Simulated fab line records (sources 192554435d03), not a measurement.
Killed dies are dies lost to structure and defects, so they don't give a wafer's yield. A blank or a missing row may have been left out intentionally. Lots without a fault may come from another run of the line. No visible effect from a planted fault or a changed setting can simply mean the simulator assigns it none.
The same fault as seen by 2 desks :: flow n5_finfet :: numbers are kept per desk, each desk with only its own; the story behind them comes last

## AT THE TOOL OWNER'S DESK: pecvd-02
The tool's own readings at N5_PASSIVATION_PECVD_53 (deposits SiO2 from TEOS/O2, target thk 800 nm, time 169.4 s): means of the sampled wafers that have a number, for each lot that ran on this tool. The brackets show how far a lot's mean lies from the usual mean; more than 4 standard deviations puts the lot out of limits, marked OUT.
Columns: A = run_length_s at N5_PASSIVATION_PECVD_53, usual 197.2 s; B = susceptor_temp_C at N5_PASSIVATION_PECVD_53, usual 399.99 C
lot: L960
first seen here: day 13 14:09
A: 197.0
B: 400.07

lot: L965
first seen here: day 14 23:41
A: 201.2 (+6.5) OUT
B: 400.16

lot: L966
first seen here: day 15 05:57
A: 199.1
B: 400.04
This desk finds L965 out of limits, L965 being first, at day 14 23:41 (run_length_s at N5_PASSIVATION_PECVD_53). L960, L966 stayed within limits.

## METROLOGY DESK
Means of the sampled wafers that have a number, per lot and without regard to the tool the lot ran on: this is what the gauges read. The brackets show how far a lot's mean lies from the usual mean; more than 4 standard deviations puts the lot out of limits, marked OUT.
Columns: A = cd_nm at N5_PASSIVATION_CD_MEAS_30, usual 4000.3 nm; B = PAD_OVL at N5_PASSIVATION_OVL_MEAS_63, usual 5 nm
lot: L953
first seen here: day 11 06:51
A: 3999.6
B: -5

lot: L956
first seen here: day 12 08:55
A: 4002.8
B: 7

lot: L955
first seen here: day 12 09:11
A: 4000.4
B: -1

lot: L957
first seen here: day 12 23:58
A: 4001.3
B: 6

lot: L960
first seen here: day 13 12:13
A: 3999.1
B: 5

lot: L965
first seen here: day 14 22:28
A: 4000.3
B: -4

lot: L966
first seen here: day 15 04:43
A: 4002.4
B: 7

lot: L970
first seen here: day 16 17:41
A: 4000.8
B: 9

lot: L971
first seen here: day 16 21:50
A: 4001.6
B: 6

lot: L976
first seen here: day 17 20:05
A: 4000.3
B: 2

lot: L973
first seen here: day 17 20:23
A: 3999.7
B: 15

lot: L972
first seen here: day 17 20:52
A: 3999.9
B: 12
Finding of this desk: none of the 12 lots has anything out of limits.

## PUT TOGETHER
The tool owner's desk could have raised an alarm at day 14 23:41, on L965.
Nothing out of limits was seen by the metrology desk.
The metrology desk has L965 on record, within its limits.
Of the lots named, all ran N5_PASSIVATION_PECVD_53 on pecvd-02.

## WHAT THE SIMULATOR HAD INSERTED
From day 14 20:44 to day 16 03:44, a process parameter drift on pecvd-02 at N5_PASSIVATION_PECVD_53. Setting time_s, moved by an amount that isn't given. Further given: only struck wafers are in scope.
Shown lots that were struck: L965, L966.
Hours from the fault's start to each desk's first reading out of limits: the tool owner's desk, 3.
